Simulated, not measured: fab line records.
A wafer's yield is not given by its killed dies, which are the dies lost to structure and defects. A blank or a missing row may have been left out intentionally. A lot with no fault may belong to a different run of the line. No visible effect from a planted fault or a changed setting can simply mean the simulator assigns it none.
fab line records	flow n5Finfet
record: lots: 7	wafers: 18	lastDay: 18
route steps=1938 shown BEOL_M6@1241 PASSIVATION@1936
lots that met no fault: from a run of the same line without faults
startH: start of the lot's first displayed wafer, in hours after the record's first day	waitH: hours elapsed since this lot's preceding step	" the same as in the row above	L1.1+2: a row that stands for several wafers	- either no value or no given start	* or withheld: withheld	< > ~ a bound
route shown NAME@n: names a module that has steps shown in the file, with the first one's number in the route	usual: average and standard deviation across the fault-free wafers	same: alike in all rows	chamber/n: place in a boat	sites: each site's reading	_std_site: standard deviation of those values	_edge_site: inner sites' mean taken away from outer sites' mean	radiusMm: for every site, how far away it sits from the centre of the wafer	mask NAME#n: copy n	behind: the last tool/chamber to shape the wafer	hold: cause of the lot's hold/its duration in hours/its outcome	device: whichever transistor did not switch (one of n, p or np)	end of line: the tests these same wafers got at the end of their route	a step with no rows: only its recipe	killed: dies that structure and defects cost at the first sort, which is not the same as the wafer's yield	map: the dies of a wafer, with x for killed, . for not killed, _ for no die there
set.NAME: the setting that was run; set.NAME@STEP: the one run at that earlier step	model.NAME: the simulator's own value behind a step, which no gauge read
a table for each step, a row for each wafer; lots at some steps of the route
services: a tool's chamber out of use, with start hour (startH, from the record's first day; less than 0 if before it), hours out, and reason
== steps ==
step: N5_BEOL_M6_STRIP_80
recipe: chemistry: N2/H2	timeS: 10	powerW: 450	tempC: 40	pressureMtorr: 20	rfFrequencyHz: 6e+07	biasPowerW: 7	n2FlowSccm: 200	h2FlowSccm: 200
usual: chamberPressureMTorr: 20.000/0.019	drypumpMotorCurrentA: 5.7/0.37	oesProductAu: 0.81/0.1	rfVppV: 59.1/0.81	showerheadPlenumPTorr: 2.54/0.11	throttleValvePct: 23.7/0.32
lot.wafer	tool	chamber	startH	waitH	chamberPressureMTorr	drypumpMotorCurrentA	oesProductAu	rfHoursCounterH	rfVppV	showerheadPlenumPTorr	throttleValvePct
L335.1	rieDiel-04	0	-	-	19.997	5.6	0.85	58	59.1	2.71	23.8
L335.5	"	3	"	"	20.024	6.1	0.92	-	59.3	2.47	23.2
L335.6	"	0	"	"	19.980	5.6	0.85	-	58.5	2.71	23.8
L336.1	rieDiel-02	1	-	-	20.027	5.9	0.92	20	59.1	2.61	23.7
L336.2	"	0	"	"	19.992	6.1	0.66	222	59.3	2.42	23.5
L336.5	"	0	"	"	19.992	6.2	0.67	-	58.9	2.42	23.5
L340.1	rieDiel-04	2	-	-	20.002	5.3	0.66	263	57.1	2.52	24.4
L340.4	"	2	"	"	20.004	5.3	0.66	-	58.3	2.52	24.4
L340.5	"	3	"	"	20.018	6.1	0.90	-	59.3	2.46	23.2
L349.1	rieDiel-05	0	-	-	20.012	5.1	0.89	46	58.6	2.60	23.1
L349.2	"	2	"	"	20.022	5.5	0.72	210	59.1	2.31	23.5
L348.1	rieDiel-04	2	-	-	20.013	5.3	0.92	19	58.9	2.51	24.0
L348.6	"	3	"	"	20.003	6.0	0.86	-	58.6	2.45	23.2
L350.1	rieDiel-04	3	-	-	20.026	6.1	0.86	66	59.0	2.45	23.2
L350.4	"	0	"	"	19.989	5.6	0.81	-	60.6	2.69	23.8
L355.1	rieDiel-04	0	-	-	19.971	5.6	0.81	114	60.4	2.69	23.9
L355.3	"	1	"	"	20.032	5.5	0.95	3	60.1	2.61	23.3
L355.6	"	0	"	"	19.997	5.6	0.80	-	59.3	2.69	23.9
step: N5_BEOL_M6_OCD_MEAS_38
usual: trenchDepthNm: 93.0/1.9
lot.wafer	tool	chamber	startH	waitH	trenchDepthNm
L335.1	ocd-01	-	196.20	-	93.1
L335.5	"	-	"	"	93.2
L335.6	"	-	"	"	92.8
L336.1	ocd-01	-	203.56	-	91.9
L336.2	"	-	"	"	91.3
L336.5	"	-	"	"	91.6
L340.1	ocd-01	-	229.06	-	91.5
L340.4	"	-	"	"	90.6
L340.5	"	-	"	"	94.7
L349.1	ocd-02	-	288.30	-	96.4
L349.2	"	-	"	"	91.7
L348.1	ocd-01	-	299.26	-	89.5
L348.6	"	-	"	"	92.1
L350.1	ocd-01	-	308.47	-	93.7
L350.4	"	-	"	"	94.0
L355.1	ocd-01	-	329.67	-	93.2
L355.3	"	-	"	"	95.6
L355.6	"	-	"	"	93.3
step: N5_BEOL_M6_HM_STRIP_39
recipe: chemistry: peroxideTinStrip	material: TiN	targetDepthA: 250	tempC: 50	timeS: 158
step: N5_BEOL_M6_SRD_40
recipe: timeS: 30	tempC: 23	rinseLiquid: diw	dry: ipaMarangoni
step: N5_BEOL_M6_PRECLEAN_42
recipe: chemistry: residueRemover	timeS: 60	tempC: 40
step: N5_BEOL_M6_SRD_43
recipe: timeS: 30	tempC: 23	rinseLiquid: diw	dry: ipaMarangoni
step: N5_BEOL_M6_CD_MEAS_35
recipe: targetCdNm: 40	targetCdYNm: 28	polarity: opening
usual: cdNm: 39.8/0.62
lot.wafer	tool	chamber	startH	waitH	cdNm
L335.1	cdSem-01	-	196.35	0.0	39.4
L335.5	"	-	"	"	39.7
L335.6	"	-	"	"	40.4
L336.1	cdSem-02	-	203.71	0.0	39.7
L336.2	"	-	"	"	39.2
L336.5	"	-	"	"	39.7
L340.1	cdSem-01	-	229.21	0.0	40.1
L340.4	"	-	"	"	40.5
L340.5	"	-	"	"	40.4
L349.1	cdSem-03	-	288.45	0.0	40.2
L349.2	"	-	"	"	40.0
L348.1	cdSem-03	-	299.42	0.0	38.9
L348.6	"	-	"	"	39.2
L350.1	cdSem-01	-	308.63	0.0	39.3
L350.4	"	-	"	"	39.1
L355.1	cdSem-01	-	329.83	0.0	41.0
L355.3	"	-	"	"	39.5
L355.6	"	-	"	"	39.9
step: N5_BEOL_M6_CURE_75
recipe: tempC: 370	timeS: 120	ambient: DMADMS/He	material: SiCOH_lowk
usual: lampPowerPct: 52.32/0.054	wafer_temp_C_max: 371.5/0.53
lot.wafer	tool	chamber	startH	waitH	lampPowerPct	wafer_temp_C_max
L335.1	uvCure-03	1	196.39	0.0	52.39	372.7
L335.5	"	1	"	"	52.27	372.4
L335.6	"	1	"	"	52.38	372.8
L336.1	uvCure-02	1	203.76	0.0	52.39	371.6
L336.2	"	1	"	"	52.32	371.2
L336.5	"	1	"	"	52.30	371.1
L340.1	uvCure-02	1	229.25	0.0	52.27	371.1
L340.4	"	1	"	"	52.38	371.0
L340.5	"	1	"	"	52.36	371.0
L349.1	uvCure-02	1	288.49	0.0	52.36	370.9
L349.2	"	1	"	"	52.29	370.9
L348.1	uvCure-01	2	299.46	0.0	52.27	371.3
L348.6	"	2	"	"	52.35	371.5
L350.1	uvCure-01	0	308.67	0.0	52.38	370.7
L350.4	"	0	"	"	52.28	371.6
L355.1	uvCure-02	1	329.87	0.0	52.38	371.2
L355.3	"	1	"	"	52.40	371.3
L355.6	"	1	"	"	52.27	371.2
step: N5_BEOL_M6_DEGAS_44
recipe: ambient: vacuum	tempC: 250	timeS: 60
usual: heaterPowerW: 337/33
lot.wafer	tool	chamber	startH	waitH	heaterPowerW
L335.1	pvdSputter-03	-	197.53	1.1	353
L335.5	"	-	"	"	357
L335.6	"	-	"	"	360
L336.1	pvdSputter-02	-	204.22	0.4	366
L336.2	"	-	"	"	367
L336.5	"	-	"	"	328
L340.1	pvdSputter-01	-	230.86	1.6	236
L340.4	"	-	"	"	309
L340.5	"	-	"	"	246
L349.1	pvdSputter-03	-	289.08	0.5	308
L349.2	"	-	"	"	341
L348.1	pvdSputter-02	-	300.12	0.6	323
L348.6	"	-	"	"	366
L350.1	pvdSputter-01	-	309.21	0.5	332
L350.4	"	-	"	"	303
L355.1	pvdSputter-01	-	330.46	0.5	317
L355.3	"	-	"	"	323
L355.6	"	-	"	"	311
step: N5_BEOL_M6_PRE_CLEAN_45
recipe: gas: H2/He	timeS: 30	tempC: 250
usual: heaterPowerW: 338/34
lot.wafer	tool	chamber	startH	waitH	heaterPowerW
L335.1	pvdSputter-03	-	197.57	0.0	351
L335.5	"	-	"	"	345
L335.6	"	-	"	"	353
L336.1	pvdSputter-02	-	204.26	0.0	367
L336.2	"	-	"	"	366
L336.5	"	-	"	"	340
L340.1	pvdSputter-01	-	230.90	0.0	237
L340.4	"	-	"	"	316
L340.5	"	-	"	"	234
L349.1	pvdSputter-03	-	289.12	0.0	308
L349.2	"	-	"	"	344
L348.1	pvdSputter-02	-	300.16	0.0	333
L348.6	"	-	"	"	371
L350.1	pvdSputter-01	-	309.25	0.0	319
L350.4	"	-	"	"	305
L355.1	pvdSputter-01	-	330.50	0.0	319
L355.3	"	-	"	"	325
L355.6	"	-	"	"	308
step: N5_BEOL_M6_ALD_77
recipe: material: TaN	targetThkA: 20	tempC: 275	aldPrecursorFamily: PDMAT	aldCoReactant: NH3	pressureTorr: 3	carrierFlowSccm: 1500	pulseTimeS: 2	purgeTimeS: 3	coReactantPurgeTimeS: 2	coReactantPulseTimeS: 3	aldCycles: 40	precursorVesselTempC: 75	precursorVesselPressureTorr: 26.25	precursorVesselCarrierSccm: 1000
step: N5_BEOL_M6_SURFACE_TREAT_79
recipe: gas: Ar	timeS: *	ionEnergyEv: *	ionCurrentMaCm2: 0.5	pressureMtorr: *	arFlowSccm: 30
step: N5_BEOL_M6_CVD_78
recipe: material: Co	targetThkA: 20	tempC: withheld	precursor: CCTBA/H2	pressureTorr: 30	timeS: 142.3
usual: runLengthS: 165.4/0.56
lot.wafer	tool	chamber	startH	waitH	runLengthS
L335.1	cvdCo-01	2	198.14	0.1	164.6
L335.5	"	0	"	"	166.0
L335.6	"	2	"	"	164.3
L336.1	cvdCo-02	2	204.95	0.3	164.9
L336.2	"	0	"	"	165.7
L336.5	"	2	"	"	165.1
L340.1	cvdCo-02	1	231.45	0.1	165.7
L340.4	"	0	"	"	165.7
L340.5	"	1	"	"	165.2
L349.1	cvdCo-02	2	289.70	0.0	63.9
L349.2	"	0	"	"	64.9
L348.1	cvdCo-02	0	300.76	0.0	64.1
L348.6	"	2	"	"	166.0
L350.1	cvdCo-02	0	309.88	0.2	64.3
L350.4	"	0	"	"	165.7
L355.1	cvdCo-01	1	330.94	0.0	165.2
L355.3	"	2	"	"	164.3
L355.6	"	1	"	"	165.8
step: N5_BEOL_M6_SPUTTER_48
recipe: material: Cu	targetThkA: 100	tempC: -20	biasV: 60	powerW: 26000	chamberPressurePa: 0.13	timeS: 1.667
usual: chamberPressurePa: 0.13002/0.00025	throttleValvePct: 29.8/1.4
lot.wafer	tool	chamber	startH	waitH	chamberPressurePa	throttleValvePct
L335.1	pvdSputter-01	-	198.34	0.2	0.1302	27.0
L335.5	"	-	"	"	0.13008	28.6
L335.6	"	-	"	"	0.12973	30.7
L336.1	pvdSputter-01	-	206.25	1.3	0.12978	28.5
L336.2	"	-	"	"	0.13	29.2
L336.5	"	-	"	"	0.12965	27.1
L340.1	pvdSputter-01	-	231.78	0.3	0.13033	28.5
L340.4	"	-	"	"	0.12999	27.3
L340.5	"	-	"	"	0.12992	30.5
L349.1	pvdSputter-03	-	289.90	0.2	0.12989	31.6
L349.2	"	-	"	"	0.12997	31.2
L348.1	pvdSputter-02	-	300.88	0.1	0.12972	30.3
L348.6	"	-	"	"	0.13041	30.0
L350.1	pvdSputter-01	-	310.11	0.2	0.13027	30.4
L350.4	"	-	"	"	0.12998	27.0
L355.1	pvdSputter-01	-	331.08	0.1	0.1297	27.2
L355.3	"	-	"	"	0.13011	28.5
L355.6	"	-	"	"	0.13013	28.6
step: N5_PASSIVATION_PROBE_49
usual: defectLimitedYield: 91.2/1.6	killed_at_M0_to_M3: 34/11	killed_at_M4_up: 13/5.2	killedAtContacts: 13/6.3	killedAtFrontEnd: 40/14	killedAtOther: 3.2/2.4	killedDies: 104/19	killedOpen: 69/14	killedShort: 32/7.5	sort_bin_5_function: 5.3/1.1	sort_bin_6_memory: 3.2/0.73	sortNPass: 1076/19	sortYieldPct: 91.2/1.6
same: grossDies: 1180	killedAtBackSide: 0	sort_bin_4_leakage[%]: 0	sort_bin_8_speed[%]: 0
lot.wafer	tool	chamber	startH	waitH	defectLimitedYield[%]	killed_at_M0_to_M3	killed_at_M4_up	killedAtContacts	killedAtFrontEnd	killedAtOther	killedDies	killedOpen	killedShort	sort_bin_5_function[%]	sort_bin_6_memory[%]	sortNPass	sortYieldPct[%]
L335.1	prober-01	-	287.42	0.0	91.5	39	19	10	32	0	100	65	35	5.6	2.8	1080	91.5
L335.5	prober-01	-	287.62	0.2	90.8	28	15	25	37	3	108	75	33	5.4	3.4	1072	90.8
L335.6	prober-01	-	287.67	0.3	90.8	34	7	25	43	0	109	79	27	5.6	3.4	1071	90.8
L348.1	prober-01	-	384.97	0.0	88.3	53	20	7	56	2	138	94	43	7.6	3.6	1042	88.3
L348.6	prober-01	-	385.22	0.3	88.1	61	4	18	50	7	140	91	46	7.1	4.3	1040	88.1
L350.1	prober-01	-	393.34	0.0	91.0	36	6	36	25	3	106	77	28	6.4	2.2	1074	91.0
L350.4	prober-01	-	393.49	0.2	92.8	21	12	18	31	3	85	49	27	4.7	1.8	1095	92.8
killed by level:class
L335.1 BEOL_M4:geometricParticle:open=10 BEOL_M0_SAQP:geometricParticle:short=10 MOL_CONTACT_COAG:geometricParticle:open=8 FIN_SAQP:geometricParticle:short=6 BEOL_M1:geometricParticle:open=6 BEOL_M3:geometricParticle:open=6 DUMMY_GATE:geometricParticle:open=5 BEOL_M2:geometricParticle:open=5
L335.5 MOL_CONTACT_COAG:geometricParticle:open=21 BEOL_M2:geometricParticle:open=11 STI_FIN_REVEAL:geometricParticle:open=9 GATE_CUT:geometricParticle:short=8 BEOL_M0_SAQP:geometricParticle:short=6 FIN_SAQP:geometricParticle:short=5 BEOL_M4:geometricParticle:open=5 FIN_SAQP:geometricParticle:open=4
L335.6 MOL_CONTACT_COAG:geometricParticle:open=20 FIN_SAQP:geometricParticle:open=14 STI_FIN_REVEAL:geometricParticle:open=9 BEOL_M0_SAQP:geometricParticle:open=9 FIN_SAQP:geometricParticle:short=6 BEOL_M1:geometricParticle:open=6 MOL_CONTACT_COAG:geometricParticle:short=5 BEOL_M0_SAQP:geometricParticle:short=5
L348.1 FIN_SAQP:geometricParticle:open=20 BEOL_M0_SAQP:geometricParticle:open=16 BEOL_M0_SAQP:geometricParticle:short=12 FIN_SAQP:geometricParticle:short=11 BEOL_M4:geometricParticle:open=11 BEOL_M1:geometricParticle:open=10 GATE_CUT:geometricParticle:short=8 BEOL_M3:geometricParticle:open=8
L348.6 FIN_SAQP:geometricParticle:open=17 BEOL_M3:geometricParticle:open=16 BEOL_M0_SAQP:geometricParticle:open=13 MOL_CONTACT_COAG:geometricParticle:open=12 FIN_SAQP:geometricParticle:short=11 BEOL_M0_SAQP:geometricParticle:short=11 BEOL_M1:geometricParticle:open=7 MOL_CONTACT_COAG:geometricParticle:short=6
L350.1 MOL_CONTACT_COAG:geometricParticle:open=29 BEOL_M2:geometricParticle:open=11 STI_FIN_REVEAL:geometricParticle:open=9 MOL_CONTACT_COAG:geometricParticle:short=7 BEOL_M0_SAQP:geometricParticle:short=6 BEOL_M0:geometricParticle:open=5 BEOL_M3:geometricParticle:open=5 FIN_SAQP:geometricParticle:short=3
L350.4 MOL_CONTACT_COAG:geometricParticle:open=15 HKMG_FIN:areaEtch=6 BEOL_M4:geometricParticle:open=5 DUMMY_GATE:geometricParticle:open=4 BEOL_M2:geometricParticle:short=4 BEOL_M3:geometricParticle:open=4 STI_FIN_REVEAL:geometricParticle:open=3 SDB:geometricParticle:short=3
== services ==
tool	chamber	startH	hours	kind
rieDiel-02	3	173.21	5.4	repair
rieDiel-04	1	175.48	62.1	repair
uvCure-02	-	181.11	2.1	pm
uvCure-02	-	187.43	5.1	repair
uvCure-01	-	201.01	7.5	pm
rieDiel-05	3	201.47	13.7	repair
uvCure-03	-	217.24	7.5	pm
rieDiel-05	2	219.41	2.6	repair
cvdCo-01	-	225.40	8.7	repair
rieDiel-02	3	230.91	5.1	repair
rieDiel-04	2	237.62	-	clean
uvCure-02	-	241.18	2.8	pm
uvCure-01	-	241.66	2.1	pm
cvdCo-01	1	243.35	14.7	repair
cvdCo-01	2	245.00	16.6	repair
cvdCo-02	-	261.34	3.8	pm
uvCure-01	-	261.58	15.1	repair
cvdCo-01	-	276.75	1.3	repair
rieDiel-05	-	291.28	14.6	pm
uvCure-01	-	296.75	2.6	repair
rieDiel-04	3	317.19	18.4	repair
uvCure-03	-	319.69	1.0	pm
uvCure-02	-	320.20	7.5	pm
rieDiel-02	2	328.01	2.4	repair
== key ==
firstSign: step: N5_BEOL_M6_CVD_78	reading: runLengthS	direction: down	sigmas: 99+	usual: *	struck: *
effect none on later readings
metAt N5_BEOL_M6_CVD_78
struckWafers L348.1,L349.1,L349.2,L350.1
onsetBetween 231.45 289.70
fault: kind: processParameterDrift	tool: cvdCo-02	chamber: -	onsetH: 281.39	steps: N5_BEOL_M6_CVD_78	channel: timeS	offset: *	shape: step	endH: 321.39	scope: struckWafersOnly	actsIn: *	stated: *
